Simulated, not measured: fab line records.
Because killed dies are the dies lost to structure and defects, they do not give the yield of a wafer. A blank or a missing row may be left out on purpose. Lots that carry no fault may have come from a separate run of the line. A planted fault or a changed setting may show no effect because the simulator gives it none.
Chamber matching    flow n5Finfet    3 sister chambers for N5_BEOL_M11_ILD_DEP_00 on pecvd-01
The step deposits SiCOH lowk from DEMS/porogen, target thk 308.51 nm, time 58 s. 16 wafers are shown with their chamber, then 8 later ones without.

EACH WAFER AND ITS CHAMBER
wafer   chamber  heaterPowerW (W)  throttleValvePct (%)  showerheadPlenumPTorr (Torr)
L078.1  1        190               14.4                  5.736
L078.2  0        422               12.8                  5.738
L078.5  2        336               12.9                  5.733
L082.1  1        236               14.2                  5.760
L082.3  2        327               12.9                  5.744
L082.4  1        177               14.4                  5.746
L083.4  0        418               13.2                  5.747
L083.5  2        363               13.1                  5.735
L083.6  1        177               14.1                  5.742
L086.2  0        388               13.0                  5.748
L086.4  1        177               14.4                  5.748
L086.6  0        411               13.1                  5.735
L089.3  0        441               12.9                  5.744
L089.4  1        218               14.5                  5.728
L089.5  2        323               13.3                  5.745
L095.4  0        402               12.7                  5.734

SIGNATURES (averages over the wafers above)
reading                chamber 0  chamber 1  chamber 2  scatter within a chamber
heaterPowerW           413.67     195.83     337.25     21.1
throttleValvePct       12.950     14.333     13.050     0.175
showerheadPlenumPTorr  5.74100    5.74333    5.73925    0.00831
Rule: distance of a wafer from a chamber = root of the sum over the readings of ((wafer's reading minus chamber's mean) / reading's scatter) squared. If the next closest chamber is less than 2 further off than the closest, the wafer can't be placed; otherwise it belongs to the closest. How the scatter is found: for the shown wafers, subtract from each reading the mean of its chamber, square and add these, divide the total by (wafers less chambers), then take the root.

WAFERS WITHOUT THEIR CHAMBER
wafer   heaterPowerW (W)  throttleValvePct (%)  showerheadPlenumPTorr (Torr)
L095.5  347               13.0                  5.742
L095.6  231               14.4                  5.720
L094.2  406               12.7                  5.737
L094.3  224               14.3                  5.770
L094.5  231               14.5                  5.740
L096.2  231               14.3                  5.728
L096.3  446               13.0                  5.738
L096.6  328               13.2                  5.739

EACH ONE'S CHAMBER
wafer   from the rows above  in truth
L095.5  2                    2
L095.6  1                    1
L094.2  0                    0
L094.3  1                    1
L094.5  1                    1
L096.2  1                    1
L096.3  0                    0
L096.6  2                    2
8 of 8 placed correctly. From these rows, 0 cannot be placed. Wrongly placed: 0.
